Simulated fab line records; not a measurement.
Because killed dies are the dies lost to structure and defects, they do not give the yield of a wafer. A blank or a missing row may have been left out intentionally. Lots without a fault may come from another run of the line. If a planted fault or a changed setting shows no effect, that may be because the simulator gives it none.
Which tool was responsible? :: flow nand harc :: Sampling: 6 lots, 18 wafers, 3 of 1302 route steps

## WHAT THE GAUGES READ, wafer by wafer
NHARC_A_CHANNEL_FILL_D1_THK_MEAS_06: measures by ellipsometry.
lot: L988
measured: day 10 23:29
on: film metro-01
thk nm (nm): 2.5 5.8 3.5

lot: L989
measured: day 11 12:04
on: film metro-01
thk nm (nm): 4.7 3.7 4.9

lot: L993
measured: day 12 13:32
on: film metro-01
thk nm (nm): 6.0 5.6 4.3

lot: L998
measured: day 14 16:15
on: film metro-01
thk nm (nm): 4.4 5.1 4.7

lot: L100
measured: day 15 20:07
on: film metro-01
thk nm (nm): 5.9 4.0 5.6

lot: L110
measured: day 19 21:13
on: film metro-02
thk nm (nm): 6.5 6.2 5.1

## WHAT TOOL EACH LOT RAN ON (gives the tool, then ch and the chambers of the sampled wafers, and finally the start)
lot: L988
NHARC_A_CHANNEL_HOLE_D1_ETCH_44: rie diel-03 ch 0,3, day 9 07:17
NHARC_A_CHANNEL_FILL_D1_ETCHBACK_20: rie diel-08 ch 0,1,2, day 10 08:31

lot: L989
NHARC_A_CHANNEL_HOLE_D1_ETCH_44: rie diel-03 ch 0,2, day 10 00:14
NHARC_A_CHANNEL_FILL_D1_ETCHBACK_20: rie diel-13 ch 1,2, day 11 00:19

lot: L993
NHARC_A_CHANNEL_HOLE_D1_ETCH_44: rie diel-06 ch 0,2,3, day 10 22:14
NHARC_A_CHANNEL_FILL_D1_ETCHBACK_20: rie diel-08 ch 1,2,3, day 12 01:31

lot: L998
NHARC_A_CHANNEL_HOLE_D1_ETCH_44: rie diel-06 ch 0,1, day 13 04:05
NHARC_A_CHANNEL_FILL_D1_ETCHBACK_20: rie diel-09 ch 0,1, day 14 04:30

lot: L100
NHARC_A_CHANNEL_HOLE_D1_ETCH_44: rie diel-01 ch 0,1,3, day 14 02:41
NHARC_A_CHANNEL_FILL_D1_ETCHBACK_20: rie diel-09 ch 0,1,2, day 15 07:58

lot: L110
NHARC_A_CHANNEL_HOLE_D1_ETCH_44: rie diel-06 ch 2,3, day 18 08:02
NHARC_A_CHANNEL_FILL_D1_ETCHBACK_20: rie diel-08 ch 1,2, day 19 09:25
- NHARC_A_CHANNEL_HOLE_D1_ETCH_44: etches the open film in CF4/O2, target depth 140 nm, overetch 14 nm, time 77 s.
- NHARC_A_CHANNEL_FILL_D1_ETCHBACK_20: etches the open film in C4F8/O2/Ar, target depth 27 nm, time 13.5 s.

## THE ANSWER, worked out from the rows above alone
Rule: the usual values come from the lots themselves. The widest of any qualifying gaps counts: lots, ordered by their means at a reading, are off when they make up no more than a third of the lots, leave a main group of 4 or more, and stand apart from it by 3 or more times the standard deviation of that group's means. The tables above print the reading to a certain number of digits; a main group whose means all agree to those digits is not used. Also off: a lot with no number at a reading for which 4 or more lots have one. All remaining lots with rows at the step are treated as sound.
Across all readings shown, no lot is off: no conclusion can be drawn from this.

## WHAT THE SIMULATOR HAD INSERTED
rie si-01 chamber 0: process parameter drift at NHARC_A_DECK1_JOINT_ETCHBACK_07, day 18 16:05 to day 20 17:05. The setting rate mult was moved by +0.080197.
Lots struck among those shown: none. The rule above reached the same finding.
